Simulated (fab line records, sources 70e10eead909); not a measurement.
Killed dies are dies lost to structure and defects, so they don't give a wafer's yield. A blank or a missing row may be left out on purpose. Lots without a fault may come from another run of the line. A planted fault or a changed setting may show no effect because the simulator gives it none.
fab line records | flow nand_harc
record lots=6 wafers=18 last_day=24
route steps=1159 shown THIN_TSV@1114 END@1158
lots that met no fault: from a run of the same line without faults
start_h: hours from the record's first day to the start of the lot's first wafer shown | wait_h: hours since the lot's step before | " the same as in the row above | L1.1+2: a row that stands for several wafers | - no value, or no start given | * or withheld: withheld | < > ~ a bound
route shown NAME@n: a module of which the file shows steps, and the number in the route of the first | usual: mean/standard deviation of fault-free wafers | same: alike in all rows | chamber/n: place in a boat | sites: the reading at each site | _std_site: their standard deviation | _edge_site: outer sites' mean less inner sites' | radius_mm: how far each site lies from the wafer's centre | mask NAME#n: copy n | behind: the tool/chamber that last shaped the wafer | hold: why the lot was held/for how many hours/how that ended | device: the transistor (n, p or np) that didn't switch | end of line: the same wafers' tests at the end of the route | a step without rows: its recipe alone | killed: dies lost to structure and defects at the first sort, not the wafer's yield | map: a wafer's dies, x killed, . not, _ none there
set.NAME: the setting as run; set.NAME@STEP: as run at that earlier step | model.NAME: the simulator's own value behind a step, which no gauge read
lots at some steps of the route; a table a step, a row a wafer
services: from which hour (start_h, from the record's first day; less than 0 if before it) a tool's chamber was out of use, for how many hours, and why
## steps
# step NHARC_THIN_TSV_PEB_10
# recipe peb_temp_c=118 peb_time_s=85
# step NHARC_THIN_TSV_DEVELOP_11
# recipe time_s=70
# step NHARC_THIN_TSV_CD_MEAS_12
# recipe target_cd_nm=1000 landing_energy_ev=500
# usual cd_nm=1000.3/1.5
# columns lot.wafer tool chamber start_h wait_h cd_nm
L969.2 cd_sem-01 0 425.14 - 1000.7
L969.3 " 0 " " 999.4
L969.5 " 0 " " 1000.4
L981.3 cd_sem-03 0 502.31 - 999.0
L981.5 " 0 " " 998.7
L981.6 " 0 " " 1000.0
L985.2 cd_sem-01 0 508.78 - 1001.3
L985.3 " 0 " " 1000.9
L985.5 " 0 " " 1001.0
L984.1 cd_sem-03 0 509.93 - 1001.0
L984.3 " 0 " " 1001.3
L984.6 " 0 " " 1000.8
L987.2 cd_sem-01 0 527.06 - 1001.2
L987.3 " 0 " " 1000.5
L987.5 " 0 " " 1002.2
L991.3 cd_sem-03 0 553.37 - 1002.2
L991.5 " 0 " " 1000.8
L991.6 " 0 " " 1001.5
# step NHARC_THIN_TSV_HARDBAKE_13
# recipe temp_c=125 time_s=80
# step NHARC_THIN_TSV_DESCUM_14
# recipe time_s=3 o2_flow_sccm=200 ar_flow_sccm=0 bias_power_w=0 chemistry=O2
# step NHARC_THIN_TSV_ETCH_44
# recipe target_depth_a=15942 time_s=797.1 cf4_flow_sccm=150 o2_flow_sccm=10 ar_flow_sccm=0 rf_w=300 bias_w=800 chemistry=CF4/O2
# step NHARC_THIN_TSV_ETCH_15
# recipe target_depth_a=30000 bosch_target_overetch_cycles=2 bosch_etch_step_s=2.8 bosch_dep_step_s=1.2 bosch_cycles=14
# step NHARC_THIN_TSV_CD_MEAS_16
# usual cd_nm=1000.3/1.6
# columns lot.wafer tool chamber start_h wait_h cd_nm
L969.2 cd_sem-01 - 426.23 0.1 1001.3
L969.3 " - " " 999.0
L969.5 " - " " 1000.4
L981.3 cd_sem-02 - 503.27 0.1 998.7
L981.5 " - " " 998.6
L981.6 " - " " 1000.1
L985.2 cd_sem-03 - 509.76 0.1 1000.6
L985.3 " - " " 1000.9
L985.5 " - " " 1001.3
L984.1 cd_sem-01 - 510.89 0.1 1001.5
L984.3 " - " " 1000.7
L984.6 " - " " 1000.9
L987.2 cd_sem-03 - 528.01 0.1 1001.4
L987.3 " - " " 1001.1
L987.5 " - " " 1002.6
L991.3 cd_sem-02 - 554.33 0.1 1002.2
L991.5 " - " " 1000.2
L991.6 " - " " 1001.0
# step NHARC_THIN_TSV_STRIP_45
# recipe power_w=1500 temp_c=250 chemistry=O2
# usual drypump_motor_current_A=5.3/0.37 heater_power_w=363/33
# columns lot.wafer tool chamber start_h wait_h drypump_motor_current_A heater_power_w rf_hours_counter_h
L969.2 plasma_asher-01 0 426.35 0.1 5.1 366 48
L969.3 " 1 " " 5.9 333 -
L969.5 " 1 " " 5.9 343 -
L981.3 plasma_asher-02 0 503.48 0.2 5.3 350 -
L981.6 " 1 " " 5.0 405 -
L981.5 " 0 " " 5.3 357 -
L985.2 plasma_asher-01 1 509.88 0.1 5.9 333 17
L985.3 " 1 " " 5.9 325 -
L985.5 " 0 " " 5.1 347 -
L984.1 plasma_asher-02 0 511.01 0.1 5.3 359 48
L984.3 " 0 " " 5.3 351 -
L984.6 " 1 " " 5.0 426 -
L987.2 plasma_asher-02 0 528.08 0.1 5.3 360 54
L987.3 " 0 " " 5.3 363 -
L987.5 " 0 " " 5.3 348 -
L991.3 plasma_asher-02 1 554.54 0.2 5.0 410 -
L991.6 " 0 " " 5.3 366 -
L991.5 " 1 " " 5.0 398 -
# step NHARC_THIN_TSV_STRIP_46
# recipe time_s=1200 temp_c=72.5 chemistry=post_etch_residue_remover
# step NHARC_THIN_TSV_DEP_47
# recipe target_thk_a=2000 temp_c=withheld pressure_torr=6.5 rf_w=900 teos_flow_sccm=161.4 flow_sccm=2650 target_thk_nm=200 gas=O2 material=SiO2
# usual mfc_precursor_sccm=161.4/0.5 throttle_valve_pct=15.9/0.57
# columns lot.wafer tool chamber start_h wait_h mfc_precursor_sccm throttle_valve_pct
L969.2 pecvd-04 1 427.10 - 161.5 15.7
L969.3 " 0 " " 161.3 16.4
L969.5 " 1 " " 161.4 15.8
L981.3 pecvd-01 1 504.20 - 161.6 15.4
L981.5 " 1 " " 161.7 15.3
L981.6 " 2 " " 161.4 16.2
L985.3 pecvd-01 2 510.69 - 161.8 16.2
L985.2 " 0 " " 161.1 14.5
L985.5 " 0 " " 161.5 14.9
L984.1 pecvd-04 2 511.81 - 161.5 15.4
L984.3 " 0 " " 160.1 16.5
L984.6 " 2 " " 161.8 15.4
L987.3 pecvd-02 1 528.89 - 161.6 15.4
L987.2 " 0 " " 162.1 16.6
L987.5 " 2 " " 161.9 15.9
L991.3 pecvd-04 1 555.20 - 161.2 16.3
L991.5 " 2 " " 161.0 15.5
L991.6 " 0 " " 161.2 16.4
# step NHARC_THIN_TSV_ETCHBACK_48
# recipe target_depth_a=10285 over_etch_frac=0.3 time_s=405.17 ion_energy_ev=250 c4f8_flow_sccm=withheld ar_flow_sccm=withheld rf_w=600 bias_w=300 chemistry=C4F8/Ar
# step NHARC_THIN_TSV_STRIP_62
# recipe power_w=1500 temp_c=250 time_s=20 chemistry=N2/H2
# usual drypump_motor_current_A=5.3/0.36 heater_power_w=365/34
# columns lot.wafer tool chamber start_h wait_h drypump_motor_current_A heater_power_w rf_hours_counter_h
L969.2 plasma_asher-01 0 428.20 - 5.1 366 50
L969.3 " 1 " " 5.9 348 -
L969.5 " 1 " " 5.9 335 -
L981.3 plasma_asher-02 1 505.29 - 5.0 418 -
L981.6 " 1 " " 5.0 424 -
L981.5 " 0 " " 5.3 362 -
L985.2 plasma_asher-02 1 511.42 - 5.0 420 48
L985.3 " 1 " " 5.0 419 -
L985.5 " 0 " " 5.3 351 -
L984.1 plasma_asher-01 0 512.52 - 5.1 353 19
L984.3 " 1 " " 6.0 325 -
L984.6 " 0 " " 5.1 362 -
L987.2 plasma_asher-02 1 529.67 - 5.0 410 55
L987.3 " 0 " " 5.3 356 -
L987.5 " 1 " " 5.0 421 -
L991.3 plasma_asher-01 0 556.02 - 5.1 360 -
L991.6 " 1 " " 5.9 324 -
L991.5 " 0 " " 5.1 356 -
# step NHARC_THIN_TSV_DEGAS_49
# recipe temp_c=300 time_s=120
# step NHARC_THIN_TSV_PRE_CLEAN_50
# recipe time_s=30 temp_c=280 gas=H2/He
# step NHARC_THIN_TSV_PVD_19
# recipe target_thk_a=200 chamber_pressure_pa=5 material=TaN
# step NHARC_THIN_TSV_PVD_51
# recipe target_thk_a=1000 chamber_pressure_pa=5 material=Cu
# usual throttle_valve_pct=30.1/1.1
# columns lot.wafer tool chamber start_h wait_h throttle_valve_pct
L969.3 pvd_sputter-02 - - - 30.2
L969.2 " - " " 28.7
L969.5 " - " " 30.4
L981.3 pvd_sputter-03 - - - 30.5
L981.6 " - " " 30.0
L981.5 " - " " 31.4
L985.3 pvd_sputter-01 - - - 27.9
L985.2 " - " " 30.2
L985.5 " - " " 30.6
L984.3 pvd_sputter-02 - - - 30.4
L984.1 " - " " 31.4
L984.6 " - " " 30.3
L987.2 pvd_sputter-03 - - - 31.1
L987.3 " - " " 30.8
L987.5 " - " " 30.8
L991.3 pvd_sputter-02 - - - 31.1
L991.5 " - " " 28.0
L991.6 " - " " 31.4
# step NHARC_THIN_TSV_ECD_20
# recipe target_thk_a=20000 material=Cu
# step NHARC_THIN_TSV_ANNEAL_52
# recipe temp_c=225 time_s=90
# step NHARC_THIN_TSV_CMP_21
# recipe t_overpolish_s=30 target_thk_nm=2000
# step NHARC_THIN_TSV_SRD_23
# step NHARC_THIN_TSV_DEGAS_53
# recipe temp_c=300 time_s=60
# step NHARC_THIN_TSV_PRE_CLEAN_54
# recipe time_s=30 temp_c=280 gas=H2/He
# step NHARC_THIN_TSV_PVD_55
# recipe target_thk_a=500 material=TiN
# step NHARC_THIN_TSV_PVD_24
# recipe target_thk_a=8000 power_w=withheld chamber_pressure_pa=withheld substrate_temp_c=withheld time_s=withheld gas=Ar material=Al
# step NHARC_THIN_TSV_DEHYDRATE_25
# recipe temp_c=150 time_s=120
# step NHARC_THIN_TSV_HMDS_26
# recipe time_s=30
# step NHARC_THIN_TSV_COAT_27
# recipe spin_rpm=*
# step NHARC_THIN_TSV_SOFTBAKE_28
# recipe temp_c=122 time_s=95
# step NHARC_THIN_TSV_EBR_29
# step NHARC_THIN_TSV_EXPOSE_30
# recipe na=0.55 dose_mj=11.47 mask_id=PAD
# step NHARC_THIN_TSV_PEB_31
# recipe peb_temp_c=118 peb_time_s=85
# step NHARC_THIN_TSV_DEVELOP_32
# recipe time_s=70
# step NHARC_THIN_TSV_CD_MEAS_33
# recipe target_cd_nm=5000 landing_energy_ev=500
# usual cd_nm=4999.7/1.3
# columns lot.wafer tool chamber start_h wait_h cd_nm
L969.2 cd_sem-01 0 431.54 - 4998.9
L969.3 " 0 " " 4999.7
L969.5 " 0 " " 4999.1
L981.3 cd_sem-02 0 508.45 - 5001.4
L981.5 " 0 " " 5000.5
L981.6 " 0 " " 5001.5
L985.2 cd_sem-03 0 514.75 - 4997.0
L985.3 " 0 " " 5000.2
L985.5 " 0 " " 4998.9
L984.1 cd_sem-01 0 515.83 - 4999.0
L984.3 " 0 " " 4999.9
L984.6 " 0 " " 4999.1
L987.2 cd_sem-03 0 533.03 - 5001.1
L987.3 " 0 " " 5000.5
L987.5 " 0 " " 5002.4
L991.3 cd_sem-03 0 559.26 - 4999.0
L991.5 " 0 " " 4998.9
L991.6 " 0 " " 4999.5
# step NHARC_THIN_TSV_HARDBAKE_34
# recipe temp_c=125 time_s=80
# step NHARC_THIN_TSV_DESCUM_35
# recipe time_s=3 o2_flow_sccm=200 ar_flow_sccm=0 bias_power_w=0 chemistry=O2
# step NHARC_THIN_TSV_ETCH_59
# recipe target_depth_a=8800 icp_w=900 bias_w=100 Cl2_flow_sccm=60 bcl3_flow_sccm=30 time_s=138.1 chemistry=Cl2/BCl3
# usual drypump_motor_current_A=6.2/0.34 he_backside_leak_sccm=3.43/0.29 oes_product_au=0.998/0.0077 throttle_valve_pct=22.264/0.0084
# columns lot.wafer tool chamber start_h wait_h drypump_motor_current_A he_backside_leak_sccm oes_product_au rf_hours_counter_h throttle_valve_pct
L969.2 rie_metal-02 0 431.86 0.1 6.7 3.41 1.006 1.2 22.264
L969.3 " 1 " " 6.4 3.40 0.986 - 22.269
L969.5 " 1 " " 6.4 3.34 0.992 - 22.259
L981.3 rie_metal-03 0 508.83 0.2 6.0 3.39 0.995 - 22.275
L981.5 " 1 " " 6.1 3.53 0.987 - 22.254
L981.6 " 0 " " 6.0 3.59 0.997 - 22.266
L985.2 rie_metal-03 1 515.05 0.1 6.1 3.43 0.995 1.8 22.271
L985.3 " 1 " " 6.1 3.46 0.998 - 22.268
L985.5 " 1 " " 6.1 3.48 1.001 - 22.262
L984.1 rie_metal-03 0 516.16 0.2 6.0 3.52 0.990 2.0 22.267
L984.3 " 1 " " 6.1 3.47 1.003 - 22.256
L984.6 " 0 " " 6.0 3.44 0.994 - 22.256
L987.2 rie_metal-02 0 533.36 0.1 6.7 2.88 0.985 4.8 22.263
L987.3 " 0 " " 6.7 3.13 0.996 - 22.267
L987.5 " 0 " " 6.7 3.09 1.002 - 22.274
L991.3 rie_metal-01 0 559.66 0.2 5.7 3.26 0.987 - 22.273
L991.6 " 1 " " 6.0 3.57 0.994 - 22.270
L991.5 " 0 " " 5.7 3.37 0.994 - 22.274
# step NHARC_THIN_TSV_ETCH_36
# recipe target_depth_a=650 over_etch_frac=0.3 time_s=18.571 ion_energy_ev=150 chemistry=Cl2/BCl3
# step NHARC_THIN_TSV_STRIP_56
# recipe power_w=1500 temp_c=250 chemistry=O2
# usual drypump_motor_current_A=5.3/0.37 heater_power_w=363/33
# columns lot.wafer tool chamber start_h wait_h drypump_motor_current_A heater_power_w rf_hours_counter_h
L969.2 plasma_asher-01 0 432.24 0.1 5.1 357 51
L969.3 " 0 " " 5.1 346 -
L969.5 " 1 " " 5.9 339 -
L981.3 plasma_asher-01 1 509.18 0.2 5.9 321 -
L981.5 " 1 " " 5.9 321 -
L981.6 " 0 " " 5.1 353 -
L985.2 plasma_asher-01 1 515.41 0.1 5.9 325 20
L985.3 " 1 " " 5.9 326 -
L985.5 " 0 " " 5.1 350 -
L984.1 plasma_asher-01 0 516.49 0.1 5.1 349 21
L984.3 " 1 " " 5.9 324 -
L984.6 " 0 " " 5.1 358 -
L987.2 plasma_asher-01 1 533.72 0.1 6.0 321 26
L987.3 " 1 " " 5.9 323 -
L987.5 " 0 " " 5.1 363 -
L991.3 plasma_asher-02 0 560.02 0.2 5.3 371 -
L991.6 " 0 " " 5.3 372 -
L991.5 " 1 " " 5.0 407 -
# step NHARC_THIN_TSV_STRIP_57
# recipe time_s=1200 temp_c=72.5 chemistry=post_etch_residue_remover
# step NHARC_THIN_TSV_CD_MEAS_37
# usual cd_nm=5000.1/2.2
# columns lot.wafer tool chamber start_h wait_h cd_nm
L969.2 cd_sem-02 - 433.00 - 4999.8
L969.3 " - " " 4998.7
L969.5 " - " " 4999.8
L981.3 cd_sem-03 - 509.89 - 4999.9
L981.5 " - " " 4998.1
L981.6 " - " " 5002.6
L985.2 cd_sem-03 - 516.21 - 4998.0
L985.3 " - " " 5001.2
L985.5 " - " " 5000.0
L984.1 cd_sem-02 - 517.30 - 5001.0
L984.3 " - " " 5001.5
L984.6 " - " " 5000.2
L987.2 cd_sem-02 - 534.54 - 5003.2
L987.3 " - " " 5002.2
L987.5 " - " " 5004.6
L991.3 cd_sem-02 - 560.74 - 5000.5
L991.5 " - " " 4999.2
L991.6 " - " " 5000.8
# step NHARC_END_WLT_00
# usual VT_DECK1_BOTTOM=0.871/0.0074 VT_DECK1_BOTTOM_INNER=0.870/0.0075 VT_DECK1_MEDIAN_NEAR_BOTTOM=0.872/0.0074 VT_DECK1_MEDIAN_NEAR_BOTTOM_INNER=0.872/0.0075 VT_DECK1_MIDDLE=0.884/0.0064 VT_DECK1_MIDDLE_INNER=0.883/0.0068 VT_DECK1_TOP=0.894/0.0065 VT_DECK1_TOP_INNER=0.894/0.0071
# columns lot.wafer tool chamber start_h wait_h hold VT_DECK1_BOTTOM VT_DECK1_BOTTOM_INNER VT_DECK1_MEDIAN_NEAR_BOTTOM VT_DECK1_MEDIAN_NEAR_BOTTOM_INNER VT_DECK1_MIDDLE VT_DECK1_MIDDLE_INNER VT_DECK1_TOP VT_DECK1_TOP_INNER
L969.2 prober-02 - 438.44 0.6 - 0.876 0.866 0.880 0.877 0.890 0.890 0.906 0.896
L969.3 " - " " - 0.870 0.867 0.874 0.871 0.888 0.885 0.896 0.896
L969.5 " - " " - 0.877 0.874 0.862 0.872 0.885 0.888 0.898 0.901
L981.3 prober-02 - 515.42 1.1 - 0.869 0.868 0.879 0.875 0.887 0.876 0.896 0.886
L981.5 " - 516.44 2.1 - 0.869 0.864 0.859 0.865 0.884 0.881 0.895 0.896
L981.6 " - " " - 0.867 0.868 0.863 0.862 0.879 0.873 0.884 0.891
L984.1 prober-02 - 522.24 1.6 - 0.864 0.872 0.878 0.873 0.881 0.877 0.891 0.896
L984.3 " - 523.24 2.6 - 0.868 0.872 0.868 0.876 0.883 0.884 0.895 0.893
L984.6 " - 524.74 4.1 - 0.870 0.861 0.877 0.869 0.879 0.886 0.895 0.894
L985.2 prober-01 - 525.24 4.4 await_dispo/2.6h/release 0.866 0.869 0.861 0.869 0.886 0.878 0.890 0.892
L985.3 " - " " await_dispo/2.6h/release 0.862 0.874 0.871 0.875 0.887 0.879 0.890 0.892
L985.5 " - " " await_dispo/2.6h/release 0.873 0.864 0.864 0.870 0.881 0.876 0.897 0.884
L987.2 prober-02 - 541.16 3.4 await_dispo/0.2h/release 0.862 0.862 0.867 0.867 0.888 0.884 0.891 0.885
L987.3 " - " " await_dispo/0.2h/release 0.861 0.857 0.862 0.868 0.873 0.873 0.889 0.889
L987.5 " - 542.65 4.9 await_dispo/0.2h/release 0.866 0.866 0.858 0.870 0.884 0.887 0.885 0.893
L987.2 prober-02 - 546.02 4.4 - 0.864 0.862 0.867 0.861 0.876 0.881 0.891 0.891
L987.3 " - " " - 0.865 0.866 0.864 0.867 0.879 0.876 0.889 0.882
L987.5 " - " " - 0.859 0.869 0.873 0.868 0.881 0.879 0.882 0.889
L991.3 prober-01 - 571.61 8.9 - 0.880 0.881 0.875 0.884 0.889 0.894 0.902 0.907
L991.5 " - " " - 0.867 0.885 0.880 0.887 0.876 0.888 0.898 0.899
L991.6 " - " " - 0.881 0.880 0.883 0.892 0.895 0.883 0.903 0.907
# step NHARC_END_SORT_01
# recipe temp_c=25
# usual defect_limited_yield=95.7/1.5 killed_at_array=26/9.9 killed_at_other=0.8/1 killed_at_periphery=2.8/2.2 killed_dies=29/9.9 killed_open=3.2/1.8 killed_short=2.1/1.4 sort_bin_2_pct=1.3/0.54 sort_bin_3_pct=0.23/0.2 sort_bin_4_pct=2.8/1 sort_n_pass=648/9.9 sort_rim_yield_pct=95/3.5 sort_yield_pct=95.7/1.5
# same gross_dies=677 sort_bin_5_pct[%]=0 sort_bin_6_pct[%]=0 sort_bin_7_pct[%]=0 sort_bin_8_pct[%]=0 sort_rim_n_gross=106.00
# columns lot.wafer tool chamber start_h wait_h hold defect_limited_yield[%] killed_at_array killed_at_other killed_at_periphery killed_dies killed_open killed_short sort_bin_2_pct[%] sort_bin_3_pct[%] sort_bin_4_pct[%] sort_n_pass sort_rim_yield_pct[%] sort_yield_pct[%]
L969.2 prober-02 0 441.71 2.8 - 95.4 26 0 5 31 4 4 1.2 0.15 3.2 646 94 95.4
L969.3 prober-02 0 442.52 3.1 - 95.6 26 0 4 30 2 1 1.5 0 3.0 647 91 95.6
L969.5 prober-02 0 444.13 3.7 - 96.8 19 0 3 22 1 1 1.2 0 2.1 655 93 96.8
L981.3 prober-02 0 519.05 3.1 - 95.4 29 0 2 31 4 1 1.3 0.30 3.0 646 97 95.4
L981.5 prober-02 0 520.65 3.7 - 97.0 19 0 1 20 4 1 1.0 0.15 1.8 657 98 97.0
L981.6 prober-02 0 521.44 4.0 - 95.0 32 0 2 34 3 3 1.9 0.44 2.7 643 98 95.0
L984.1 prober-02 0 525.24 2.5 - 95.0 26 0 8 34 5 0 2.1 0.30 2.7 643 91 95.0
L984.3 prober-02 0 526.82 3.1 - 96.2 24 0 2 26 2 2 1.6 0.30 1.9 651 92 96.2
L984.6 prober-02 0 529.19 4.0 - 95.0 30 0 4 34 1 3 1.5 0.59 3.0 643 98 95.0
L985.2 prober-01 0 528.51 2.8 await_dispo/3.1h/release 82.9 24 89 3 116 2 1 6.6 3.84 6.6 561 94 82.9
L985.3 prober-01 0 529.31 3.1 await_dispo/3.1h/release 81.8 29 90 4 123 4 1 7.5 3.69 6.9 554 92 81.8
L985.5 prober-01 0 530.90 3.7 await_dispo/3.1h/release 85.1 33 65 3 101 3 2 6.2 2.81 5.9 576 77 85.1
L987.2 prober-01 0 555.83 9.3 await_dispo/9.6h/release 84.0 15 90 3 108 3 2 7.4 3.40 5.2 569 97 84.0
L987.3 prober-01 0 556.65 9.6 await_dispo/9.6h/release 86.1 21 67 6 94 8 2 6.4 2.95 4.6 583 84 86.1
L987.5 prober-01 0 558.27 10.3 await_dispo/9.6h/release 82.3 17 98 5 120 5 3 6.8 4.43 6.5 557 98 82.3
L991.3 prober-01 0 575.18 3.1 - 95.9 21 1 6 28 3 2 1.0 0.30 2.8 649 99 95.9
L991.5 prober-01 0 576.77 3.7 - 95.6 21 1 8 30 3 3 1.2 0.30 3.0 647 99 95.6
L991.6 prober-01 0 577.57 4.0 - 96.3 13 2 10 25 5 4 0.6 0.59 2.5 652 94 96.3
# killed by level:class
L969.2 A_CHANNEL_HOLE_D1:chamber_film_flake=7 A_SLIT:chamber_film_flake=6 P_M1:chamber_film_flake=4 A_CHANNEL_FILL_D1:geometric_particle:open=3 A_ONON_D1:geometric_particle:short=2 A_CHANNEL_HOLE_D1:geometric_particle:short=2 A_STAIRCASE:chamber_film_flake=2 A_WL_FILL:chamber_film_flake=2
L969.3 A_CHANNEL_HOLE_D1:chamber_film_flake=12 A_SLIT:chamber_film_flake=6 A_CONTACT:chamber_film_flake=4 P_M1:chamber_film_flake=3 A_STAIRCASE:chamber_film_flake=2 P_M0:geometric_particle:open=1 A_WL_FILL:geometric_particle:open=1 A_M0:geometric_particle:short=1
L969.5 A_SLIT:chamber_film_flake=8 A_CHANNEL_HOLE_D1:chamber_film_flake=4 A_STAIRCASE:chamber_film_flake=3 P_M1:chamber_film_flake=2 A_ZERO_WELL:chamber_film_flake=2 P_CONTACT:geometric_particle:open=1 A_CHANNEL_FILL_D1:geometric_particle:short=1 A_CHANNEL_FILL_D1:chamber_film_flake=1
L981.3 A_STAIRCASE:chamber_film_flake=8 A_M1:chamber_film_flake=6 A_SLIT:chamber_film_flake=6 A_CHANNEL_HOLE_D1:chamber_film_flake=5 P_CONTACT:geometric_particle:open=2 A_M0:geometric_particle:open=2 A_ONON_D1:geometric_particle:short=1 A_SGD_CUT:chamber_film_flake=1
L981.5 A_CHANNEL_HOLE_D1:chamber_film_flake=5 A_SLIT:chamber_film_flake=5 A_CONTACT:chamber_film_flake=3 A_CHANNEL_FILL_D1:geometric_particle:open=1 A_WL_FILL:geometric_particle:open=1 A_CONTACT:geometric_particle:open=1 A_BLC:geometric_particle:open=1 A_M0:geometric_particle:short=1
L981.6 A_CHANNEL_HOLE_D1:chamber_film_flake=9 A_STAIRCASE:chamber_film_flake=4 A_SLIT:chamber_film_flake=4 A_CONTACT:chamber_film_flake=4 A_M1:chamber_film_flake=4 P_GATE:geometric_particle:short=1 A_CHANNEL_HOLE_D1:geometric_particle:open=1 A_CHANNEL_FILL_D1:geometric_particle:open=1
L984.1 A_SLIT:chamber_film_flake=13 A_CONTACT:chamber_film_flake=5 P_CONTACT:chamber_film_flake=4 A_CHANNEL_HOLE_D1:chamber_film_flake=4 P_M0:geometric_particle:open=1 P_M1:geometric_particle:open=1 A_ONON_D1:geometric_particle:open=1 A_STAIRCASE:geometric_particle:open=1
L984.3 A_SLIT:chamber_film_flake=8 A_CHANNEL_HOLE_D1:chamber_film_flake=4 A_STAIRCASE:chamber_film_flake=3 A_WL_FILL:chamber_film_flake=3 A_CONTACT:chamber_film_flake=3 P_M1:geometric_particle:short=1 A_ONON_D1:geometric_particle:short=1 A_CONTACT:geometric_particle:open=1
L985.2 THIN_TSV:unspecified=89 A_CHANNEL_HOLE_D1:chamber_film_flake=13 A_STAIRCASE:chamber_film_flake=5 A_CONTACT:chamber_film_flake=3 P_M2:chamber_film_flake=2 P_CONTACT:geometric_particle:open=1 A_CHANNEL_HOLE_D1:geometric_particle:short=1 A_CONTACT:geometric_particle:open=1
L984.6 A_SLIT:chamber_film_flake=18 A_CHANNEL_HOLE_D1:chamber_film_flake=5 A_CONTACT:chamber_film_flake=4 P_CONTACT:geometric_particle:short=2 A_WL_FILL:chamber_film_flake=2 P_CONTACT:geometric_particle:open=1 A_CONTACT:geometric_particle:short=1 P_CONTACT:chamber_film_flake=1
L985.3 THIN_TSV:unspecified=90 A_CHANNEL_HOLE_D1:chamber_film_flake=15 A_STAIRCASE:chamber_film_flake=8 A_CONTACT:geometric_particle:open=2 P_M2:chamber_film_flake=2 P_GATE:geometric_particle:open=1 A_STAIRCASE:geometric_particle:short=1 A_M0:geometric_particle:open=1
L985.5 THIN_TSV:unspecified=65 A_CHANNEL_HOLE_D1:chamber_film_flake=16 A_STAIRCASE:chamber_film_flake=9 A_WL_FILL:geometric_particle:open=2 P_STI:chamber_film_flake=2 A_CONTACT:chamber_film_flake=2 P_M1:geometric_particle:open=1 A_SOURCE_PLATE:geometric_particle:short=1
L987.2 THIN_TSV:unspecified=88 A_CHANNEL_HOLE_D1:chamber_film_flake=4 A_CONTACT:chamber_film_flake=3 A_WL_FILL:geometric_particle:short=2 A_STAIRCASE:chamber_film_flake=2 A_M1:chamber_film_flake=2 THIN_TSV:chamber_film_flake=2 P_GATE:geometric_particle:open=1
L987.3 THIN_TSV:unspecified=66 A_CHANNEL_HOLE_D1:chamber_film_flake=8 A_CONTACT:chamber_film_flake=7 A_CONTACT:geometric_particle:open=3 P_GATE:geometric_particle:short=1 P_GATE:geometric_particle:open=1 P_M0:geometric_particle:open=1 P_M0:geometric_particle:short=1
L987.5 THIN_TSV:unspecified=98 A_CHANNEL_HOLE_D1:chamber_film_flake=4 A_CONTACT:chamber_film_flake=4 A_CONTACT:geometric_particle:open=2 P_GATE:geometric_particle:short=1 P_M0:geometric_particle:open=1 A_ONON_D1:geometric_particle:open=1 A_SGD_CUT:geometric_particle:short=1
L991.3 A_CHANNEL_HOLE_D1:chamber_film_flake=13 A_CONTACT:chamber_film_flake=3 P_M1:chamber_film_flake=2 P_GATE:geometric_particle:open=1 P_M2:geometric_particle:short=1 A_CHANNEL_FILL_D1:geometric_particle:short=1 A_CHANNEL_FILL_D1:geometric_particle:open=1 A_WL_FILL:geometric_particle:open=1
L991.5 A_CHANNEL_HOLE_D1:chamber_film_flake=8 A_CONTACT:chamber_film_flake=7 P_M1:chamber_film_flake=5 P_CONTACT:geometric_particle:open=1 P_M2:geometric_particle:open=1 A_ONON_D1:geometric_particle:open=1 A_ONON_D1:geometric_particle:short=1 A_CHANNEL_FILL_D1:geometric_particle:short=1
L991.6 P_M1:chamber_film_flake=4 A_STAIRCASE:chamber_film_flake=4 A_CONTACT:chamber_film_flake=4 A_CHANNEL_HOLE_D1:chamber_film_flake=2 P_ZERO_WELL:geometric_particle:short=1 P_CONTACT:geometric_particle:open=1 P_M0:geometric_particle:open=1 P_M0:geometric_particle:short=1
# map L985.3 (x killed, . not)
____________.____________
_________......x_________
_______..........._______
______.x.....x.....______
_____xx............._____
____xx.x.............____
____..xx.............____
___x.xxx..............___
___...xx.....x......x.___
__..............x..x...__
__......x..x..xxxx.....__
_....xx.x...x.xxxx..xxx._
_...........x.xxxxx....._
_x.......xx..xxxxxxxx..._
_........x.xxxxxxx.x...._
_...........xxxxxxxx...._
..........xxxxxxxxxx.....
............xxxxxxxx.....
............xxxxxxxxx....
...........x.xxxxxx......
............xxxxxxx......
_..........x..xxx......._
_.............xx.xx....._
_......................._
_..............x........_
_....................x.._
__.....................__
__.....................__
___...................___
___.........x.........___
____.................____
____.................____
_____..............._____
______.............______
_______..........._______
_________......._________
____________.____________
# map L987.5 (x killed, . not)
____________.____________
_________......._________
_______..........._______
______.............______
_____..............._____
____....x.....x......____
____.................____
___...................___
___...............x...___
__.....................__
__...........xxx..x....__
_....x.....x.xxxxxxx...._
_.....x...xxxxxxxxx.x.x._
_......x....xxxxxxx....._
_.........x.xxxxxxxx...._
_...........xxxxxxxxxx.._
.........x..xxxxxxxx.....
......x....xxxxxxxxx.....
............xxxxxxxx.....
............xxxxxxxx.....
...........x.xxxxxx......
_...........x..xxxx....._
_...........x.x.xxx....._
_............x.........._
_...............x...x..._
_........x.............._
__.......x.............__
__...x.................__
___...x...............___
___..x.x..............___
____................x____
____.................____
_____..x............_____
______.........x...______
_______..........._______
_________x......_________
____________.____________
## services
# columns tool chamber start_h hours kind
pvd_sputter-03 - 406.45 8.6 repair
pecvd-01 - 418.18 13.0 pm
rie_metal-01 1 419.95 2.3 repair
rie_metal-01 0 423.28 13.1 repair
plasma_asher-02 - 431.85 0.8 repair
pvd_sputter-01 - 435.69 2.1 repair
plasma_asher-01 - 442.11 7.0 repair
plasma_asher-01 - 453.00 9.0 pm
rie_metal-03 - 453.00 9.0 pm
rie_metal-02 1 457.55 1.7 repair
pvd_sputter-03 - 458.00 10.0 pm
rie_metal-02 0 470.58 2.4 repair
pvd_sputter-03 - 471.96 0.8 repair
rie_metal-02 - 484.73 0.3 repair
pecvd-04 - 486.03 0.9 repair
pecvd-04 - 490.01 1.8 repair
pvd_sputter-01 - 498.02 3.1 repair
pvd_sputter-03 - 507.90 2.0 repair
pvd_sputter-03 - 522.58 3.6 repair
pecvd-04 - 528.53 13.2 repair
plasma_asher-02 - 537.25 9.0 pm
pecvd-01 - 549.24 0.4 repair
rie_metal-02 - 553.22 0.7 repair
pecvd-04 - 557.36 13.0 pm
## key
first_sign step=NHARC_END_SORT_01 reading=killed_at_other direction=up sigmas=80 usual=0.8 struck=83.2
effect step=NHARC_END_SORT_01 reading=killed_dies direction=up sigmas=8.2 usual=29 struck=110
more_kills_born_at NHARC_THIN_TSV_STRIP_62@plasma_asher-02=496
met_at NHARC_THIN_TSV_STRIP_62
struck_wafers L985.2,L985.3,L985.5,L987.2,L987.3,L987.5
onset_between 505.29 511.42
fault kind=chamber_particle_source tool=plasma_asher-02 chamber=- onset_h=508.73 steps=NHARC_THIN_TSV_STRIP_62 rate_per_visit_cm2=0.98419 end_h=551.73
